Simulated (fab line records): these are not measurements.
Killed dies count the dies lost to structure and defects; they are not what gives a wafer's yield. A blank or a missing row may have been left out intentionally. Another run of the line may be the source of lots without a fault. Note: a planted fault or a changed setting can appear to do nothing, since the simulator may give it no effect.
Which tool is to blame?	flow nand-harc	Sampling: 10 lots, 30 wafers, 5 of 1159 route steps

## WHAT EACH GAUGE READ, for each wafer
NHARC_END_SORT_01.
lot	measured	on	killed-at-array
L605	day 24 08:30	prober-02	35 30 46

## TOOL THAT RAN EACH LOT (tool first, then ch and the chambers of the sampled wafers, then the start)
lot	NHARC_A_STAIRCASE_TRIM_200	NHARC_A_STAIRCASE_ETCH_201	NHARC_A_STAIRCASE_TRIM_222	NHARC_A_STAIRCASE_TRIM_233
L589	rie-diel-01 ch 1,2, day 10 15:49 or earlier	rie-diel-01 ch 0,2,3, day 10 15:49 or earlier	rie-diel-01 ch 0,2, day 10 15:49 or earlier	rie-diel-01 ch 0,2, day 10 15:49
L591	rie-diel-09 ch 0,2,3, day 11 17:58 or earlier	rie-diel-09 ch 1,2, day 11 17:58 or earlier	rie-diel-01 ch 0,3, day 11 17:58 or earlier	rie-diel-01 ch 0,2, day 11 17:58
L592	rie-diel-10 ch 0,1,3, day 11 18:48 or earlier	rie-diel-10 ch 1,2, day 11 18:48 or earlier	rie-diel-10 ch 0,1,3, day 11 18:48 or earlier	rie-diel-01 ch 0,1, day 11 18:48
L593	rie-diel-09 ch 0,1,3, day 12 08:52 or earlier	rie-diel-09 ch 0,1,2, day 12 08:52 or earlier	rie-diel-10 ch 0,1,3, day 12 08:52 or earlier	rie-diel-10 ch 0,1,3, day 12 08:52
L604	rie-diel-09 ch 1,2, day 15 10:37 or earlier	rie-diel-09 ch 1,2,3, day 15 10:37 or earlier	rie-diel-01 ch 0,1,3, day 15 10:37 or earlier	rie-diel-01 ch 0,1,2, day 15 10:37
L605	rie-diel-10 ch 1,2,3, day 15 10:32 or earlier	rie-diel-10 ch 1,2, day 15 10:32 or earlier	rie-diel-01 ch 0,1, day 15 10:32 or earlier	rie-diel-01 ch 0,1,3, day 15 10:32
L606	rie-diel-01 ch 0,3, day 15 11:39 or earlier	rie-diel-01 ch 0,3, day 15 11:39 or earlier	rie-diel-09 ch 0,1,3, day 15 11:39 or earlier	rie-diel-01 ch 2,3, day 15 11:39
L608	rie-diel-09 ch 0,3, day 16 08:05 or earlier	rie-diel-09 ch 0,3, day 16 08:05 or earlier	rie-diel-09 ch 1,2,3, day 16 08:05 or earlier	rie-diel-09 ch 2,3, day 16 08:05
L612	rie-diel-01 ch 0,1,2, day 16 19:02 or earlier	rie-diel-01 ch 1,3, day 16 19:02 or earlier	rie-diel-09 ch 2,3, day 16 19:02 or earlier	rie-diel-09 ch 1,2,3, day 16 19:02
L611	rie-diel-01 ch 0,1, day 17 04:49 or earlier	rie-diel-01 ch 0,1,2, day 17 04:49 or earlier	rie-diel-10 ch 1,2,3, day 17 04:49 or earlier	rie-diel-10 ch 0,1,2, day 17 04:49
- NHARC_A_STAIRCASE_TRIM_200: chemistry O2, time 211.2 s.
- NHARC_A_STAIRCASE_ETCH_201: etches the open film in C4F8/O2, target depth 100 nm, time 40.5 s.
- NHARC_A_STAIRCASE_TRIM_222: chemistry O2, time 211.2 s.
- NHARC_A_STAIRCASE_TRIM_233: chemistry O2, time 211.2 s.

## THE ANSWER, worked out from the rows above alone
Rule: the usual values come from the lots themselves. The widest of any qualifying gaps counts: lots, ordered by their means at a reading, are off when they make up no more than a third of the lots, leave a main group of 4 or more, and stand apart from it by 3 or more times the standard deviation of that group's means. A main group whose means are all the same, to the digits that the tables above print for the reading, isn't used. A lot without any number at a reading at which 4 lots or more have one is off too. Any other lot the step has rows for is counted as sound.
None of the lots is off at any reading shown; this tells nothing.

## WHAT THE SIMULATOR HAD PUT IN
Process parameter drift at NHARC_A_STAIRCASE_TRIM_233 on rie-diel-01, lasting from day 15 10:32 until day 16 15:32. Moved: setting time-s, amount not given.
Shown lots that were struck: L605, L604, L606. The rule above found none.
